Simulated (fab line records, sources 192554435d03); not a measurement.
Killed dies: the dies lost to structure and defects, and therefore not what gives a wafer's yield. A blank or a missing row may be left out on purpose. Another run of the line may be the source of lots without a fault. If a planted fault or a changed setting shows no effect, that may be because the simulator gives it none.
fab line records	flow n5-finfet
record lots=7	wafers=21
route steps=1938 shown BEOL_M10@1476 BEOL_M11@1552 BEOL_M12@1643 BEOL_M13@1685 MIM_BOT_ETCH@1866
start-h: hours from the record's first day to the start of the lot's first wafer shown	wait-h: how many hours have passed since the lot's step before this one	" unchanged from the row above	L1.1+2: a row that stands for several wafers	- no value present, or no start provided	* or withheld: withheld	< > ~ a bound
route shown NAME@n: a module of which the file shows steps, and the number in the route of the first	usual: average and standard deviation across the fault-free wafers	same: alike in all rows	chamber/n: place in a boat	sites: per-site readings	_std_site: standard deviation of those values	_edge_site: outer sites' mean less inner sites'	radius-mm: for every site, how far away it sits from the centre of the wafer	mask NAME#n: copy n	behind: tool/chamber where the wafer was last shaped	hold: reason for holding the lot/hours on hold/outcome of the hold	device: names the non-switching transistor (n, p or np)	end of line: tests run on the same wafers once the route is complete	a step given without rows: its recipe and nothing more	killed: count of dies lost to structure and defects at first sort (not the wafer's yield)	map: the dies of a wafer, with x for killed, . for not killed, _ for no die there
set.NAME: the setting as run; set.NAME@STEP: as run at that earlier step	model.NAME: the simulator's own value behind a step, which no gauge read
lots run with intentionally changed settings; tables by step, rows by wafer
## steps
# step N5_BEOL_M10_COAT_60
# recipe resist=SiARC	temp-c=220	time-s=60	spin-rpm=1500	resist-thk-nm=30
lot.wafer	tool	chamber	start-h	wait-h	set.spin-rpm	model.SiARC_of_BEOL_M10_COAT_60.thk-nm
L074.1	litho-track-03	0	-	-	1500	30
L074.3+5	"	0	"	"	1500	30.2
L077.1	litho-track-05	0	-	-	1500	30.2
L077.2	"	0	"	"	1347	31.6
L077.4	"	0	"	"	1347	31.8
L076.1+4+6	litho-track-03	0	-	-	1500	30
L079.1	litho-track-05	0	-	-	1388	31.2
L079.2	"	0	"	"	1500	29.8
L079.6	"	0	"	"	1500	30
L083.1+2+5	litho-track-05	0	-	-	1500	30
L086.2+3+6	litho-track-05	0	-	-	1500	30
L087.1+6	litho-track-04	0	-	-	1500	29.8
L087.3	"	0	"	"	1500	30
# step N5_BEOL_M10_COAT_05
# recipe resist=CAR-ArF	spin-rpm=1500	resist-thk-nm=90
# step N5_BEOL_M10_EBR_07
# recipe solvent=PGMEA	ebr-width-mm=1.5
# step N5_BEOL_M10_DESCUM_16
# recipe chemistry=O2	time-s=7.9	source-power-w=50	bias-power-w=20	pressure-mtorr=20	rf-frequency-hz=2.712e+07	temp-c=40	resist=CAR-ArF	o2-flow-sccm=225
# step N5_BEOL_M10_ETCH_61
# recipe chemistry=CF4	target=SiARC	target-depth-a=390	mask-material=CAR-ArF	time-s=65	ion-energy-ev=80	pressure-mtorr=40	source-w=545	bias-w=36	Ar_flow_sccm=100	cf4-flow-sccm=100	ends=cleared
lot.wafer	tool	chamber	start-h	wait-h	set.spin-rpm@BEOL_M10_COAT_60	model.etch.depth-nm	model.CAR-ArF_of_BEOL_M10_COAT_05.thk-nm
L074.1	rie-diel-06	0	213.63	0.0	1500	30.06	55.6
L074.3	"	2	"	"	1500	30.16	55.4
L074.5	"	1	"	"	1500	30.17	55.6
L077.1	rie-diel-04	2	231.79	0.0	1500	30.11	55.6
L077.2	"	0	"	"	1347	31.68	53.8
L077.4	"	1	"	"	1347	31.75	54.2
L076.1	rie-diel-04	2	249.46	0.0	1500	29.98	55.4
L076.4	"	1	"	"	1500	29.94	55.8
L076.6	"	1	"	"	1500	30	55.6
L079.1	rie-diel-04	2	266.30	0.0	1388	31.2	54.6
L079.2	"	1	"	"	1500	29.87	56
L079.6	"	3	"	"	1500	29.97	56.2
L083.1	rie-diel-06	0	294.39	0.0	1500	29.93	56
L083.2	"	2	"	"	1500	29.98	55.8
L083.5	"	2	"	"	1500	29.91	56
L086.2+6	rie-diel-06	2,1	297.42	0.0	1500	30.05	55.2
L086.3	"	0	"	"	1500	30.09	55.6
L087.1	rie-diel-04	2	310.46	0.0	1500	29.86	55.6
L087.3	"	3	"	"	1500	29.91	56
L087.6	"	2	"	"	1500	29.85	56
# step N5_BEOL_M11_DESCUM_16
# recipe chemistry=O2	time-s=7.9	source-power-w=50	bias-power-w=20	pressure-mtorr=20	rf-frequency-hz=2.712e+07	temp-c=40	resist=CAR-ArF	o2-flow-sccm=225
lot.wafer	tool	chamber	start-h	wait-h	set.time-s	model.CAR-ArF_of_BEOL_M11_COAT_05.thk-nm
L074.1+5	rie-diel-03	1,3	220.54	0.2	7.346	83.6
L074.3	"	0	"	"	7.346	84
L077.1	rie-diel-03	1	240.34	0.0	6.365	84
L077.2	"	3	"	"	7.9	83.2
L077.4	"	0	"	"	6.365	84.2
L076.1	rie-diel-02	2	257.42	0.0	9.379	82
L076.4	"	1	"	"	7.9	82.8
L076.6	"	3	"	"	9.379	82.2
L079.1	rie-diel-05	2	275.25	0.1	8.698	83.2
L079.2	"	1	"	"	7.9	84
L079.6	"	2	"	"	8.698	83.4
L083.1	rie-diel-02	1	302.16	0.0	7.9	83.2
L083.2	"	0	"	"	8.582	83.2
L083.5	"	0	"	"	8.582	83
L086.2	rie-diel-02	0	306.61	0.0	7.9	83.4
L086.3	"	2	"	"	7.9	83.6
L086.6	"	0	"	"	7.9	83.2
L087.1	rie-diel-05	3	318.83	0.0	8.818	82.8
L087.3	"	0	"	"	7.9	83.2
L087.6	"	1	"	"	8.818	82.6
# step N5_BEOL_M11_COAT_63
# recipe resist=SOC	temp-c=250	time-s=60	spin-rpm=1500	resist-thk-nm=100
lot.wafer	tool	chamber	start-h	wait-h	set.spin-rpm	model.SOC_of_BEOL_M11_COAT_63.thk-nm
L074.1	litho-track-01	0	222.49	1.5	1500	99.8
L074.3	"	0	"	"	1437	102.2
L074.5	"	0	"	"	1500	100
L077.1+4	litho-track-02	0	244.17	3.4	1362	105.4
L077.2	"	0	"	"	1500	100.4
L076.1+6	litho-track-02	0	257.95	0.1	1500	100
L076.4	"	0	"	"	1666	94.8
L079.1	litho-track-04	0	276.58	0.9	1500	100.4
L079.2	"	0	"	"	1500	100.2
L079.6	"	0	"	"	1436	102.4
L083.1	litho-track-02	0	305.30	2.7	1500	100
L083.2	"	0	"	"	1500	99.8
L083.5	"	0	"	"	1580	97.4
L086.2+6	litho-track-02	0	308.66	1.5	1500	100.2
L086.3	"	0	"	"	1500	100.4
L087.1+6	litho-track-01	0	319.32	0.0	1500	99.8
L087.3	"	0	"	"	1500	100
# step N5_BEOL_M11_COAT_22
# recipe resist=CAR-ArF	spin-rpm=1500	resist-thk-nm=90
lot.wafer	tool	chamber	start-h	wait-h	set.spin-rpm	model.CAR-ArF_of_BEOL_M11_COAT_22.thk-nm
L074.1	litho-track-01	0	-	-	1500	89.6
L074.3	"	0	"	"	1500	89.8
L074.5	"	0	"	"	1417	92.2
L077.1+4	litho-track-02	0	-	-	1414	93
L077.2	"	0	"	"	1500	90
L076.1	litho-track-02	0	-	-	1661	85.2
L076.4+6	"	0	"	"	1500	89.8
L079.1	litho-track-04	0	-	-	1500	90
L079.2	"	0	"	"	1500	89.8
L079.6	"	0	"	"	1500	89.6
L083.1	litho-track-02	0	-	-	1500	89.8
L083.2+5	"	0	"	"	1500	89.6
L086.2+6	litho-track-02	0	-	-	1500	90.2
L086.3	"	0	"	"	1500	90
L087.1	litho-track-01	0	-	-	1416	92.4
L087.3+6	"	0	"	"	1500	89.8
# step N5_BEOL_M11_PEB_26
# recipe peb-temp-c=withheld	peb-time-s=60	resist=CAR-ArF
lot.wafer	tool	chamber	start-h	wait-h	set.peb-time-s
L074.1+3	litho-track-02	0	222.79	0.1	60
L074.5	"	0	"	"	48.54
L077.1+2	litho-track-04	0	244.48	0.1	60
L077.4	"	0	"	"	50.94
L076.1+4	litho-track-01	0	258.13	0.1	64.4
L076.6	"	0	"	"	60
L079.1+2	litho-track-04	0	276.89	0.1	71.89
L079.6	"	0	"	"	60
L083.1	litho-track-04	0	305.60	0.1	60
L083.2+5	"	0	"	"	70.83
L086.2+3+6	litho-track-02	0	309.01	0.1	60
L087.1+3	litho-track-01	0	319.50	0.1	46.64
L087.6	"	0	"	"	60
# step N5_BEOL_M11_DEVELOP_27
# recipe develop-time-s=30	developer=TMAH	resist=CAR-ArF	rinse-liquid=diw	dry=air-spin	dev-temp-c=23
lot.wafer	tool	chamber	start-h	wait-h	set.spin-rpm@BEOL_M11_COAT_22	model.CAR-ArF_of_BEOL_M11_COAT_22.thk-nm
L074.1	litho-track-02	0	-	-	1500	88
L074.3	"	0	"	"	1500	88.2
L074.5	"	0	"	"	1417	90.6
L077.1	litho-track-04	0	-	-	1414	91.4
L077.2	"	0	"	"	1500	88.4
L077.4	"	0	"	"	1414	91.2
L076.1	litho-track-01	0	-	-	1661	83.4
L076.4	"	0	"	"	1500	88
L076.6	"	0	"	"	1500	88.2
L079.1	litho-track-04	0	-	-	1500	88.2
L079.2	"	0	"	"	1500	88
L079.6	"	0	"	"	1500	87.8
L083.1+2	litho-track-04	0	-	-	1500	88
L083.5	"	0	"	"	1500	87.8
L086.2+6	litho-track-02	0	-	-	1500	88.6
L086.3	"	0	"	"	1500	88.4
L087.1	litho-track-01	0	-	-	1416	90.8
L087.3+6	"	0	"	"	1500	88
# step N5_BEOL_M11_CD_MEAS_28
# recipe target-cd-nm=70	landing-energy-ev=500	detector=se-inlens	polarity=opening
# usual cd-nm=69.5/1.2
lot.wafer	tool	chamber	start-h	wait-h	set.peb-time-s@BEOL_M11_PEB_26	cd-nm
L074.1	cd-sem-02	0	222.86	-	60	68.7
L074.3	"	0	"	"	60	69.0
L074.5	"	0	"	"	48.54	58.1
L077.1	cd-sem-02	0	244.55	-	60	68.7
L077.2	"	0	"	"	60	71.5
L077.4	"	0	"	"	50.94	62.8
L076.1	cd-sem-01	0	258.19	-	64.4	74.0
L076.4	"	0	"	"	64.4	73.5
L076.6	"	0	"	"	60	70.9
L079.1	cd-sem-01	0	276.95	-	71.89	79.2
L079.2	"	0	"	"	71.89	75.8
L079.6	"	0	"	"	60	69.5
L083.1	cd-sem-03	0	305.67	-	60	70.0
L083.2	"	0	"	"	70.83	76.7
L083.5	"	0	"	"	70.83	76.1
L086.2	cd-sem-02	0	309.08	-	60	69.0
L086.3	"	0	"	"	60	68.3
L086.6	"	0	"	"	60	69.4
L087.1	cd-sem-01	0	319.57	-	46.64	55.2
L087.3	"	0	"	"	46.64	57.6
L087.6	"	0	"	"	60	68.3
# step N5_BEOL_M11_DESCUM_33
# recipe chemistry=O2	time-s=7.9	source-power-w=50	bias-power-w=20	pressure-mtorr=20	rf-frequency-hz=2.712e+07	temp-c=40	resist=CAR-ArF	o2-flow-sccm=225
# step N5_BEOL_M11_ETCH_65
# recipe chemistry=CF4	target=SiARC	target-depth-a=390	mask-material=CAR-ArF	time-s=65	ion-energy-ev=80	pressure-mtorr=40	source-w=545	bias-w=36	Ar_flow_sccm=100	cf4-flow-sccm=100	ends=cleared
# step N5_BEOL_M11_ETCH_66
# recipe chemistry=N2/H2	target=SOC	target-depth-a=1200	overetch-a=240	mask-material=SiARC	temp-c=40	time-s=180	ion-energy-ev=200	pressure-mtorr=30	source-w=840	bias-w=150	n2-flow-sccm=200	h2-flow-sccm=200
lot.wafer	tool	chamber	start-h	wait-h	set.spin-rpm@BEOL_M11_COAT_63	model.etch.depth-nm
L074.1	rie-diel-02	3	223.38	0.0	1500	99.81
L074.3	"	0	"	"	1437	102.1
L074.5	"	0	"	"	1500	100.1
L077.1	rie-diel-02	1	244.72	0.0	1362	105.5
L077.2	"	3	"	"	1500	100.3
L077.4	"	2	"	"	1362	105.4
L076.1	rie-diel-05	0	258.37	0.0	1500	100.1
L076.4	"	3	"	"	1666	94.7
L076.6	"	0	"	"	1500	99.94
L079.1	rie-diel-02	1	277.56	0.0	1500	100.4
L079.2	"	2	"	"	1500	100.1
L079.6	"	3	"	"	1436	102.3
L083.1	rie-diel-03	0	306.01	0.0	1500	100
L083.2	"	3	"	"	1500	99.86
L083.5	"	2	"	"	1580	97.37
L086.2	rie-diel-03	2	309.25	0.0	1500	100.1
L086.3+6	"	0,2	"	"	1500	100.3
L087.1	rie-diel-05	1	319.74	0.0	1500	99.86
L087.3	"	2	"	"	1500	99.99
L087.6	"	1	"	"	1500	99.77
# step N5_BEOL_M12_ETCH_38
# recipe chemistry=CF4/N2	target=SiCN	target-depth-a=687	taper-deg=2	time-s=73.4	ion-energy-ev=150	mask-material=SiO2	pressure-mtorr=40	source-w=430	bias-w=70	Ar_flow_sccm=100	cf4-flow-sccm=60	n2-flow-sccm=60
lot.wafer	tool	chamber	start-h	wait-h	set.time-s	model.etch.depth-nm
L074.1	rie-diel-01	3	231.51	-	73.4	60.38
L074.3	"	0	"	"	66.74	53.73
L074.5	"	3	"	"	73.4	61
L077.1	rie-diel-06	1	254.12	-	73.4	61.5
L077.2	"	2	"	"	73.4	64.1
L077.4	"	0	"	"	77.78	62.1
L076.1	rie-diel-01	0	266.23	-	79.92	64.09
L076.4	"	3	"	"	73.4	60.71
L076.6	"	2	"	"	79.92	64.46
L079.1	rie-diel-01	1	286.06	-	73.4	60.05
L079.2	"	0	"	"	73.4	59.38
L079.6	"	3	"	"	73.4	60.01
L083.1	rie-diel-01	0	312.72	-	73.4	59.43
L083.2	"	1	"	"	61.69	50.87
L083.5	"	0	"	"	73.4	59.09
L086.2	rie-diel-04	3	315.40	-	73.4	57.73
L086.3	"	1	"	"	73.4	60.26
L086.6	"	1	"	"	73.4	59.97
L087.1	rie-diel-04	1	332.27	-	78.13	63.69
L087.3	"	3	"	"	73.4	56.82
L087.6	"	1	"	"	73.4	59.97
# step N5_BEOL_M13_EXPOSE_25
# recipe mask-id=M13	na=0.93	source-shape=conventional	sigma-outer=0.4	polarization=unpolarized	target-cd-nm=210	dose-mj=22
lot.wafer	tool	chamber	start-h	wait-h	mask	set.dose-mj
L074.1	krf-scanner-02	0	234.58	-	M13#0	23.15
L074.3+5	"	0	"	"	M13#0	22
L077.1+2+4	krf-scanner-02	0	257.56	-	M13#0	22
L076.1+6	krf-scanner-02	0	269.46	-	M13#0	21.19
L076.4	"	0	"	"	M13#0	22
L079.1+2	krf-scanner-01	0	289.28	-	M13#0	21.51
L079.6	"	0	"	"	M13#0	22
L083.1+2	krf-scanner-01	0	317.09	-	M13#0	23.58
L083.5	"	0	"	"	M13#0	22
L086.2+3+6	krf-scanner-01	0	318.71	-	M13#0	22
L087.1+3	krf-scanner-02	0	336.33	-	M13#0	22
L087.6	"	0	"	"	M13#0	20.92
# step N5_BEOL_M13_PEB_26
# recipe peb-temp-c=130	peb-time-s=90
# step N5_BEOL_M13_DEVELOP_27
# recipe develop-time-s=45	rinse-liquid=diw	dry=air-spin	dev-temp-c=21
# step N5_BEOL_M13_HARDBAKE_32
# recipe temp-c=130	time-s=120
# step N5_BEOL_M13_CD_MEAS_28
# recipe target-cd-nm=209.5	landing-energy-ev=500	detector=se-inlens
# usual cd-nm=208.5/1.5
lot.wafer	tool	chamber	start-h	wait-h	set.dose-mj@BEOL_M13_EXPOSE_25	cd-nm
L074.1	cd-sem-02	0	234.75	-	23.15	211.8
L074.3	"	0	"	"	22	206.4
L074.5	"	0	"	"	22	209.5
L077.1	cd-sem-01	0	257.73	-	22	207.4
L077.2	"	0	"	"	22	207.3
L077.4	"	0	"	"	22	208.5
L076.1	cd-sem-01	0	269.64	-	21.19	202.9
L076.4	"	0	"	"	22	210.1
L076.6	"	0	"	"	21.19	204.1
L079.1	cd-sem-01	0	289.46	-	21.51	208.6
L079.2	"	0	"	"	21.51	206.3
L079.6	"	0	"	"	22	209.1
L083.1	cd-sem-02	0	317.26	-	23.58	215.1
L083.2	"	0	"	"	23.58	218.2
L083.5	"	0	"	"	22	208.6
L086.2	cd-sem-03	0	318.88	-	22	207.2
L086.3	"	0	"	"	22	207.8
L086.6	"	0	"	"	22	206.7
L087.1	cd-sem-01	0	336.50	-	22	205.0
L087.3	"	0	"	"	22	208.1
L087.6	"	0	"	"	20.92	202.9
# step N5_BEOL_M13_DESCUM_33
# recipe chemistry=O2	time-s=7.9	source-power-w=50	bias-power-w=20	pressure-mtorr=20	rf-frequency-hz=2.712e+07	temp-c=40	o2-flow-sccm=225
lot.wafer	tool	chamber	start-h	wait-h	set.time-s	set.dose-mj@BEOL_M13_EXPOSE_25	model.BEOL_M13.cd-nm
L074.1	rie-diel-02	3	234.84	0.0	8.652	23.15	211.6
L074.3	"	0	"	"	7.9	22	206
L074.5	"	1	"	"	8.652	22	209.6
L077.1	rie-diel-03	3	257.82	0.0	7.9	22	207.2
L077.2	"	0	"	"	7.9	22	207.4
L077.4	"	1	"	"	7.9	22	208.2
L076.1	rie-diel-05	2	269.73	0.0	7.9	21.19	203.2
L076.4	"	1	"	"	7.9	22	210
L076.6	"	3	"	"	7.9	21.19	204.2
L079.1	rie-diel-05	3	289.71	0.2	7.9	21.51	208.6
L079.2	"	2	"	"	7.9	21.51	206
L079.6	"	3	"	"	7.9	22	208.8
L083.1	rie-diel-05	0	317.35	0.0	7.9	23.58	215
L083.2	"	1	"	"	6.438	23.58	218
L083.5	"	2	"	"	7.9	22	208.8
L086.2+6	rie-diel-02	3,0	318.97	0.0	7.9	22	206.8
L086.3	"	1	"	"	7.9	22	207.6
L087.1	rie-diel-02	3	336.59	0.0	7.9	22	204.8
L087.3	"	0	"	"	7.9	22	207.6
L087.6	"	0	"	"	7.9	20.92	202.6
# step N5_MIM_BOT_ETCH_ETCH_04
# recipe chemistry=CF4/O2	target=SiNx	target-depth-a=260	time-s=13	ion-energy-ev=100	pressure-mtorr=40	source-w=535	bias-w=49	Ar_flow_sccm=100	cf4-flow-sccm=100	O2_flow_sccm=10
lot.wafer	tool	chamber	start-h	wait-h	set.source-w	model.etch.depth-nm
L074.1	rie-diel-06	0	263.33	0.0	509.3	24.43
L074.3	"	1	"	"	509.3	25.7
L074.5	"	3	"	"	535	25.3
L077.1	rie-diel-04	2	282.31	0.0	447.6	21.25
L077.2	"	0	"	"	535	26.22
L077.4	"	1	"	"	447.6	22.76
L076.1	rie-diel-06	2	288.05	0.0	535	28.21
L076.4	"	1	"	"	590.2	29.57
L076.6	"	2	"	"	590.2	30.44
L079.1	rie-diel-04	2	310.86	0.0	611.2	28.13
L079.2	"	0	"	"	535	26.15
L079.6	"	0	"	"	535	26.19
L083.1	rie-diel-04	2	345.68	0.0	535	25.29
L083.2	"	3	"	"	447.6	21.66
L083.5	"	3	"	"	535	25.18
L086.2	rie-diel-04	0	346.83	0.0	535	26.18
L086.3	"	1	"	"	535	26.81
L086.6	"	3	"	"	535	25.27
L087.1	rie-diel-06	3	358.00	0.0	535	25.1
L087.3	"	0	"	"	564.1	28.59
L087.6	"	0	"	"	535	27.44
# step N5_MIM_BOT_ETCH_ETCH_03
# recipe chemistry=Cl2/BCl3	target-depth-a=120	pressure-mtorr=8	icp-w=800	bias-w=100	Cl2_flow_sccm=20	bcl3-flow-sccm=80
lot.wafer	tool	chamber	start-h	wait-h	set.icp-w	model.etch.depth-nm
L074.1	rie-metal-01	0	263.41	0.1	800	12.46
L074.3	"	0	"	"	913.3	14.04
L074.5	"	0	"	"	800	12.53
L077.1	rie-metal-01	1	282.40	0.1	675.2	11.04
L077.2	"	0	"	"	675.2	10.9
L077.4	"	1	"	"	800	12.86
L076.1	rie-metal-03	0	288.14	0.1	758.2	11.79
L076.4	"	0	"	"	800	12.32
L076.6	"	0	"	"	758.2	11.76
L079.1	rie-metal-02	0	310.95	0.1	928.5	13.32
L079.2	"	0	"	"	928.5	13.26
L079.6	"	0	"	"	800	11.61
L083.1	rie-metal-02	0	345.78	0.1	708.2	10.44
L083.2	"	1	"	"	800	12.51
L083.5	"	0	"	"	800	11.65
L086.2	rie-metal-01	1	346.92	0.1	800	12.62
L086.3	"	1	"	"	800	12.61
L086.6	"	0	"	"	800	12.58
L087.1	rie-metal-03	0	358.09	0.1	800	12.18
L087.3	"	1	"	"	800	11.72
L087.6	"	0	"	"	800	12.17
## key
split step=N5_BEOL_M10_COAT_60	setting=spin-rpm	stated=1500	by=wafer
response step=N5_BEOL_M10_COAT_60	reading=model.SiARC_of_BEOL_M10_COAT_60.thk-nm	change=-0.156	per=1%	r=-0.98
response step=N5_BEOL_M10_ETCH_61	reading=model.etch.depth-nm	change=-0.163	per=1%	r=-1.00
response step=N5_BEOL_M10_ETCH_61	reading=model.CAR-ArF_of_BEOL_M10_COAT_05.thk-nm	change=+0.172	per=1%	r=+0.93
split step=N5_BEOL_M11_DESCUM_16	setting=time-s	stated=7.9	by=wafer
response step=N5_BEOL_M11_DESCUM_16	reading=model.CAR-ArF_of_BEOL_M11_COAT_05.thk-nm	change=-0.0426	per=1%	r=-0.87
split step=N5_BEOL_M11_COAT_63	setting=spin-rpm	stated=1500	by=wafer
response step=N5_BEOL_M11_COAT_63	reading=model.SOC_of_BEOL_M11_COAT_63.thk-nm	change=-0.499	per=1%	r=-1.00
response step=N5_BEOL_M11_ETCH_66	reading=model.etch.depth-nm	change=-0.506	per=1%	r=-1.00
split step=N5_BEOL_M11_COAT_22	setting=spin-rpm	stated=1500	by=wafer
response step=N5_BEOL_M11_COAT_22	reading=model.CAR-ArF_of_BEOL_M11_COAT_22.thk-nm	change=-0.452	per=1%	r=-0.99
response step=N5_BEOL_M11_DEVELOP_27	reading=model.CAR-ArF_of_BEOL_M11_COAT_22.thk-nm	change=-0.46	per=1%	r=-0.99
split step=N5_BEOL_M11_PEB_26	setting=peb-time-s	stated=60	by=wafer
response step=N5_BEOL_M11_CD_MEAS_28	reading=cd-nm	change=+0.47	per=1%	r=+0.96
split step=N5_BEOL_M12_ETCH_38	setting=time-s	stated=73.4	by=wafer
response step=N5_BEOL_M12_ETCH_38	reading=model.etch.depth-nm	change=+0.525	per=1%	r=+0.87
split step=N5_BEOL_M13_EXPOSE_25	setting=dose-mj	stated=22	by=wafer
response step=N5_BEOL_M13_CD_MEAS_28	reading=cd-nm	change=+1.01	per=1%	r=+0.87
response step=N5_BEOL_M13_DESCUM_33	reading=model.BEOL_M13.cd-nm	change=+0.982	per=1%	r=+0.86
split step=N5_BEOL_M13_DESCUM_33	setting=time-s	stated=7.9	by=wafer
response none clear
split step=N5_MIM_BOT_ETCH_ETCH_04	setting=source-w	stated=535	by=wafer
response step=N5_MIM_BOT_ETCH_ETCH_04	reading=model.etch.depth-nm	change=+0.209	per=1%	r=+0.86
split step=N5_MIM_BOT_ETCH_ETCH_03	setting=icp-w	stated=800	by=wafer
response step=N5_MIM_BOT_ETCH_ETCH_03	reading=model.etch.depth-nm	change=+0.116	per=1%	r=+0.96
